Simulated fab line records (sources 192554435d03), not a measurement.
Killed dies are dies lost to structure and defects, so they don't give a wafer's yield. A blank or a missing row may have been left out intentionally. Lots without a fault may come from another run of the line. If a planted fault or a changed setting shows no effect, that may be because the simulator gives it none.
Problem report in the 8D (eight disciplines) form, filled by code | flow n5-finfet | the parts of the form that need people (team, actions taken, sign-off) are left out

== 1. PROBLEM STATEMENT ==
rf-fwd-power-W at N5_BEOL_M2_ETCH_70 reads a mean of 633.9 W on 1 wafer of 1 lot; wafers without a fault read 835.8 W with a standard deviation of 2.8. Relative to the usual mean, that is a shift of -72 standard deviations.
The step: etches SOC in N2/H2, target depth 80 nm, overetch 24 nm, time 130 s.
First seen on wafer L451.3, day 8 14:51, on rie-diel-04. The record holds 15 wafers of 5 lots with a number at this step. Rule for "out", or "out of limits": more than 4 standard deviations from the usual mean. All remaining wafers that have a number are taken as sound.

== 2. WHAT IT IS; WHAT IT IS NOT ==
question                    | is                       | is not
which readings at this step | rf-fwd-power-W, rf-vpp-V | drypump-motor-current-A, oes-product-au, showerhead-plenum-p-Torr, throttle-valve-pct
which lots                  | L451                     | L444, L447, L465, L466
which wafers of those lots  | L451.3                   | L451.1, L451.2
read on which tools         | rie-diel-04              | rie-diel-02
when                        | from day 8 14:51         | up to then (8 sound wafers); but 6 sound wafers of L465, L466 came after

== 3. SUSPECTS, AND WHAT RULES EACH OUT ==
Counting: any tool at a process step up to the reading remains a suspect provided it ran every lot that is out. Sound lots after the first of them don't rule it out here, since some wafers of a struck lot are sound.
- rie-diel-02 at N5_BEOL_M2_DESCUM_33 (chemistry O2, time 7 s): kept. It processed L451, the lot that is out, at day 8 14:20, and its most recent sound lot before then was L447 at day 7 13:20.
- rie-diel-02 at N5_BEOL_M2_ETCH_77 (etches underlayer in N2/H2, target depth 6.5 nm, time 5.2 s): kept. It processed L451, the lot that is out, at day 8 14:22, and its most recent sound lot before then was L447 at day 7 13:22.
- rie-diel-02 at N5_BEOL_M2_ETCH_69 (etches SiARC in CF4, target depth 15.6 nm, time 26 s): kept. It processed L451, the lot that is out, at day 8 14:23, and its most recent sound lot before then was L447 at day 7 13:23.
- ald-sin-03 at N5_BEOL_M2_ALD_98 (deposits SiO2, target thk 2.5 nm, pulse time 1 s, co reactant pulse time 1 s): kept. It ran the lot that is out, L451 (day 8 14:42).
- rie-diel-04 at N5_BEOL_M2_ETCHBACK_99 (etches SiO2 in CHF3, target depth 5 nm, time 10.4 s): kept. It processed L451, the lot that is out, at day 8 14:49, and its most recent sound lot before then was L447 at day 7 14:10.
- rie-diel-04 at N5_BEOL_M2_ETCH_70 (etches SOC in N2/H2, target depth 80 nm, overetch 24 nm, time 130 s): kept. It processed L451, the lot that is out, at day 8 14:51, and its most recent sound lot before then was L447 at day 7 14:13. Its own rf-fwd-power-W, rf-vpp-V readings are out on those wafers.
- At N5_BEOL_M2_DESCUM_33, inside rie-diel-02: chamber 2 took the wafers that are out, while their sound lot-mates went through chambers 1, 3.
- At N5_BEOL_M2_ETCH_77, inside rie-diel-02: chamber 2 took the wafers that are out, while their sound lot-mates went through chambers 1, 3.
- At N5_BEOL_M2_ETCH_69, inside rie-diel-02: chamber 2 took the wafers that are out, while their sound lot-mates went through chambers 1, 3.
- At N5_BEOL_M2_ALD_98, inside ald-sin-03: chamber 3 took the wafers that are out, while their sound lot-mates went through chambers 0, 1.
- At N5_BEOL_M2_ETCHBACK_99, inside rie-diel-04: chamber 3 took the wafers that are out, while their sound lot-mates went through chambers 0, 2.
- At N5_BEOL_M2_ETCH_70, inside rie-diel-04: chamber 3 took the wafers that are out, while their sound lot-mates went through chambers 0, 2.
Left after counting: rie-diel-02 at N5_BEOL_M2_DESCUM_33, rie-diel-02 at N5_BEOL_M2_ETCH_77, rie-diel-02 at N5_BEOL_M2_ETCH_69, ald-sin-03 at N5_BEOL_M2_ALD_98, rie-diel-04 at N5_BEOL_M2_ETCHBACK_99, rie-diel-04 at N5_BEOL_M2_ETCH_70.

== 4. THE CAUSE (what the simulator had put in) ==
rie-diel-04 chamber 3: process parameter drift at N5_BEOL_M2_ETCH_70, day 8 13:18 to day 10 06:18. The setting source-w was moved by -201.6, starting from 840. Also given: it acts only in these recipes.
Counting left 6 suspects, and this tool is among them.

== 5. SEQUENCE OF EFFECTS, ordered by route ==
Each row: a reading whose mean over the struck wafers that have a number lies more than 3 standard deviations from the usual. Only readings whose record carries a usual standard deviation are examined. hours: median over the lots of the time between each lot's start at the first step of this table that gives one and its start at this step. sigmas: the change, counted in usual standard deviations.
hours | step               | reading        | usual   | on struck wafers | change | sigmas
0     | N5_BEOL_M2_ETCH_70 | rf-fwd-power-W | 835.8 W | 633.9            | -201.9 | -72
0     | N5_BEOL_M2_ETCH_70 | rf-vpp-V       | 524.5 V | 579.2            | +54.7  | +22
Its process steps:
- N5_BEOL_M2_ETCH_70: etches SOC in N2/H2, target depth 80 nm, overetch 24 nm, time 130 s.
Later steps that measure or inspect, where all struck wafers having a row at the step show a number for every such reading and not one has moved that far: N5_BEOL_M4_RC_MEAS_101.

== 6. HOW IT WOULD HAVE BEEN CAUGHT EARLIER ==
First out-of-limits reading in this record: day 8 14:51, which is 2 hours after fault onset at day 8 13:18.
